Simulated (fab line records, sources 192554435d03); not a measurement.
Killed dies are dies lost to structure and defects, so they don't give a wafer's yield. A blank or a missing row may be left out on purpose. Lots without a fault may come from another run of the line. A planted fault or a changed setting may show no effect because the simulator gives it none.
One fault seen from 2 desks | flow n5_finfet | each desk has only its own numbers; what lay behind them comes last

THE METROLOGY DESK
What the gauges read, lot by lot, whatever tool the lot ran on: means of the sampled wafers that have a number. A lot is out of limits, marked OUT, if its mean lies more than 4 standard deviations from the usual mean; the brackets give that distance. Of its 10 readings 7 are shown: those that lie furthest out on some lot.
Columns: A = DIBL_N at N5_BEOL_M4_RC_MEAS_101, usual 36.0 mV/V; B = IOFF_N at N5_BEOL_M4_RC_MEAS_101, usual 0.15 nA/um; C = IOFF_P at N5_BEOL_M4_RC_MEAS_101, usual 0.19 nA/um; D = ION_N at N5_BEOL_M4_RC_MEAS_101, usual 668 uA/um; E = ION_P at N5_BEOL_M4_RC_MEAS_101, usual 455 uA/um; F = VT_N at N5_BEOL_M4_RC_MEAS_101, usual 251 mV; G = VT_P at N5_BEOL_M4_RC_MEAS_101, usual -253 mV
lot  | first seen here | A    | B    | C    | D   | E   | F   | G
L414 | day 10 10:49    | 37.2 | 0.18 | 0.22 | 674 | 458 | 248 | -251
L425 | day 13 10:04    | 37.4 | 0.17 | 0.19 | 682 | 466 | 248 | -251
L426 | day 13 17:37    | 35.9 | 0.16 | 0.19 | 663 | 449 | 250 | -255
L431 | day 14 10:44    | 35.7 | 0.15 | 0.20 | 673 | 460 | 252 | -251
L433 | day 14 22:01    | 31.9 | 0.10 | 0.13 | 649 | 438 | 258 | -262
This desk's finding: nothing out of limits on any of the 5 lots.

THE TOOL OWNER'S DESK: litho_track-02
The tool's own readings at N5_BEOL_M2_COAT_22 (resist thk 30 nm): means of the sampled wafers that have a number, for each lot that ran on this tool. A lot is out of limits, marked OUT, if its mean lies more than 4 standard deviations from the usual mean; the brackets give that distance.
Columns: A = dispense_pressure_kPa at N5_BEOL_M2_COAT_22, usual 46.4 kPa; B = spin_speed_rpm at N5_BEOL_M2_COAT_22, usual 1500.1 rpm
lot  | first seen here | A    | B
L414 | day 7 17:51     | 47.1 | 1502.1
L425 | day 11 06:32    | 47.1 | 1419.5 (-81) OUT
L426 | day 11 07:31    | 47.1 | 1420.3 (-80) OUT
L431 | day 12 05:55    | 47.1 | 1419.8 (-80) OUT
This desk's finding: out of limits on L425, L426, L431; first on L425, day 11 06:32 (spin_speed_rpm at N5_BEOL_M2_COAT_22). In limits: L414.

PUT TOGETHER
The tool owner's desk could have raised an alarm at day 11 06:32, on L425, L426, L431.
The metrology desk saw nothing out of limits.
The metrology desk has L425, L426, L431 on record, within its limits.
Of the lots named, all ran N5_BEOL_M2_COAT_22 on litho_track-02.

WHAT THE SIMULATOR HAD PUT IN
Process parameter drift: litho_track-02, from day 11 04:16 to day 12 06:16, at N5_BEOL_M2_COAT_22. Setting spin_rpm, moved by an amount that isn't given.
Lots struck among those shown: L425, L426, L431.
Hours from the fault's start to each desk's first reading out of limits: the tool owner's desk, 2.
